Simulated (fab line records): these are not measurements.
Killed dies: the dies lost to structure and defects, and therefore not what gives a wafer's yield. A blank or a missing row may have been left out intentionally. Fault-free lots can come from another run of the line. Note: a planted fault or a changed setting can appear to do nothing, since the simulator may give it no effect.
A struck lot beside a sound one / flow nand harc / 18 out of 1159 route steps
Sound: wafers L105.2, L105.3, L105.4. Struck: wafers L119.3, L119.5, L119.6. The cause is named last.
Each step with rows lists, per side, the tool, then ch with its chambers, then its first start. Under that, the readings that differ: sound wafers / struck wafers / difference of the means / sigmas: that difference in standard deviations of wafers without a fault.
alike: a reading whose means differ by less than 2 such deviations, as well as words and numbers matching on both sides. not compared: withheld readings; readings where some wafer has no value; bounds like >300 that might hide an equal value; numbers whose values overlap and for which the record gives no deviation.
A row with sigmas, a row that says differs or no value, or rows on one side alone: a step with any of these is where the two part. Numbers that don't overlap but have no deviation are shown without sigmas and don't part them. A reading that every wafer of one side lacks parts them only if that side has two wafers or more.

NHARC_P_GATE_ALD_36: deposits SiNx, target thk 20 nm, pulse time 60 s, ald cycles 223.
  sound on ald sin-03 ch 1,2,3, day 7 11:41; struck on ald sin-04 ch 0,1,2, day 8 16:03
reading=susceptor temp C (C); sound=400.23 400.00 399.86; struck=- - -; difference=no value on the struck wafers; sigmas=
  alike: heater power w, precursor pulse height rel
NHARC_P_GATE_ETCHBACK_37: etches the open film in CHF3/O2, target depth 34.5 nm, time 17.2 s.
  sound: rie diel-04 ch 1,2,3; struck: rie diel-05 ch 0,3
  alike: drypump motor current A, oes product au, rf vpp V, showerhead plenum p Torr, throttle valve pct
  not compared: rf hours counter h
NHARC_P_GATE_STRIP_101: strips in O2, time 20 s.
  sound on rie diel-04 ch 0,2,3, day 7 21:31; struck on rie diel-05 ch 1,2,3, day 8 22:26
  alike: drypump motor current A, oes product au, rf vpp V, showerhead plenum p Torr, throttle valve pct
  not compared: rf hours counter h
then, 9 steps without rows for these wafers: NHARC_P_GATE_PRECLEAN_97 (cleans in SPM, time 600 s); NHARC_P_GATE_SRD_98; NHARC_P_GATE_PRECLEAN_99 (cleans in SC1); NHARC_P_GATE_SRD_100; NHARC_P_GATE_DEHYDRATE_38 (time 120 s); NHARC_P_GATE_HMDS_39 (time 30 s); NHARC_P_GATE_COAT_40; NHARC_P_GATE_SOFTBAKE_41 (time 95 s); NHARC_P_GATE_EBR_42.
NHARC_P_GATE_EXPOSE_43: exposes mask P NSD, target cd 720 nm.
  sound on krf scanner-04 ch 0, day 7 22:18; struck on krf scanner-01 ch 0, day 8 23:14
reading=mask; sound=P_NSD#0 P_NSD#0 P_NSD#0; struck=P_PSD#0 P_PSD#0 P_PSD#0; difference=differs; sigmas=
then, 2 steps without rows for these wafers: NHARC_P_GATE_PEB_44 (peb time 85 s); NHARC_P_GATE_DEVELOP_45 (time 70 s).
NHARC_P_GATE_CD_MEAS_46: target cd 720 nm.
  sound on cd sem-02 ch 0, day 7 22:27; struck on cd sem-02 ch 0, day 8 23:23
reading=cd nm (nm); sound=719.8 717.8 720.8; struck=- - -; difference=no value on the struck wafers; sigmas=
then, 1 step without rows for these wafers: NHARC_P_GATE_HARDBAKE_47 (time 80 s).
-- break in the record here, with 18 days between the starts of the struck wafers on either side (left off in module P_GATE, picked up again in module END, where the first step shown is number 1159 on the route) --
NHARC_END_SORT_01:
  here the record holds rows for the struck wafers (prober-01 ch 0, day 26 20:16) but none for the sound ones

WHERE THEY PART
Last at NHARC_END_SORT_01 as far as this record goes, first at NHARC_P_GATE_ALD_36.

WHY: the cause the simulator had injected
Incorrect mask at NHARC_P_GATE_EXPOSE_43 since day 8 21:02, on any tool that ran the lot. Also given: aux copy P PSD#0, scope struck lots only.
